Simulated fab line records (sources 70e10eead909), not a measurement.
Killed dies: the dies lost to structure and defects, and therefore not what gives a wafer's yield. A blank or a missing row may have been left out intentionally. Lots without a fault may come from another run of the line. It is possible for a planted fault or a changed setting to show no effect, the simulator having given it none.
Which of the tools did it? | flow nand-harc | Sampling: 7 lots, 21 wafers, 5 of 1159 route steps

## WHAT THE GAUGES READ, wafer by wafer
NHARC_END_SORT_01.
lot  | measured     | on        | killed-at-array
L937 | day 22 06:48 | prober-02 | 109 106 109

## EACH LOT AND THE TOOL THAT RAN IT (in order: tool; ch and the chambers of the sampled wafers; start)
lot  | NHARC_A_STAIRCASE_ETCH_315         | NHARC_A_BONDPAD_PRE_CLEAN_26            | NHARC_THIN_TSV_STRIP_45              | NHARC_THIN_TSV_STRIP_62
L926 | rie-diel-04 ch 0,1,3, day 12 05:10 | pvd-sputter-02, day 18 17:37 or earlier | plasma-asher-01 ch 0,1, day 18 17:37 | plasma-asher-02 ch 0,1, day 18 19:32
L931 | rie-diel-04 ch 0,3, day 13 14:58   | pvd-sputter-03, day 20 14:47 or earlier | plasma-asher-02 ch 0,1, day 20 14:47 | plasma-asher-01 ch 0,1, day 20 16:20
L937 | rie-diel-11 ch 1,2, day 15 03:39   | pvd-sputter-03, day 21 17:03 or earlier | plasma-asher-02 ch 0,1, day 21 17:03 | plasma-asher-01 ch 1, day 21 18:37
L941 | rie-diel-12 ch 1,2,3, day 16 01:13 | pvd-sputter-01, day 22 15:41 or earlier | plasma-asher-02 ch 0,1, day 22 15:41 | plasma-asher-02 ch 0,1, day 22 17:16
L942 | rie-diel-12 ch 0,2,3, day 16 13:25 | pvd-sputter-01, day 23 02:25 or earlier | plasma-asher-02 ch 0,1, day 23 02:25 | plasma-asher-02 ch 0,1, day 23 03:55
L947 | rie-diel-12 ch 0,1,3, day 17 09:28 | pvd-sputter-02, day 24 09:38 or earlier | plasma-asher-02 ch 0,1, day 24 09:38 | plasma-asher-02 ch 0,1, day 24 11:49
L946 | rie-diel-11 ch 0,1,2, day 17 18:00 | pvd-sputter-03, day 24 04:41 or earlier | plasma-asher-02 ch 0,1, day 24 04:41 | plasma-asher-02 ch 0,1, day 24 06:31
- NHARC_A_STAIRCASE_ETCH_315: etches the open film in C4F8/O2/Ar, target depth 2500 nm, time 607.1 s.
- NHARC_A_BONDPAD_PRE_CLEAN_26: time 30 s.
- NHARC_THIN_TSV_STRIP_45: strips in O2.
- NHARC_THIN_TSV_STRIP_62: strips in N2/H2, time 20 s.

## THE ANSWER, worked out from the rows above alone
Rule: usual is defined by the lots themselves. Put in order of their means at a reading, lots are off if they are a third of the lots or fewer, leave a main group of 4 or more, and stand apart from it by a gap of 3 or more times the standard deviation of the main group's means; of several such gaps the widest counts. If all means in a main group match to the digits the tables above print for the reading, that group is not used. Also off: a lot with no number at a reading for which 4 or more lots have one. The other lots that the step has rows for count as sound.
No lot is off at any reading shown: from this, nothing can be told.

## WHAT THE SIMULATOR PUT IN
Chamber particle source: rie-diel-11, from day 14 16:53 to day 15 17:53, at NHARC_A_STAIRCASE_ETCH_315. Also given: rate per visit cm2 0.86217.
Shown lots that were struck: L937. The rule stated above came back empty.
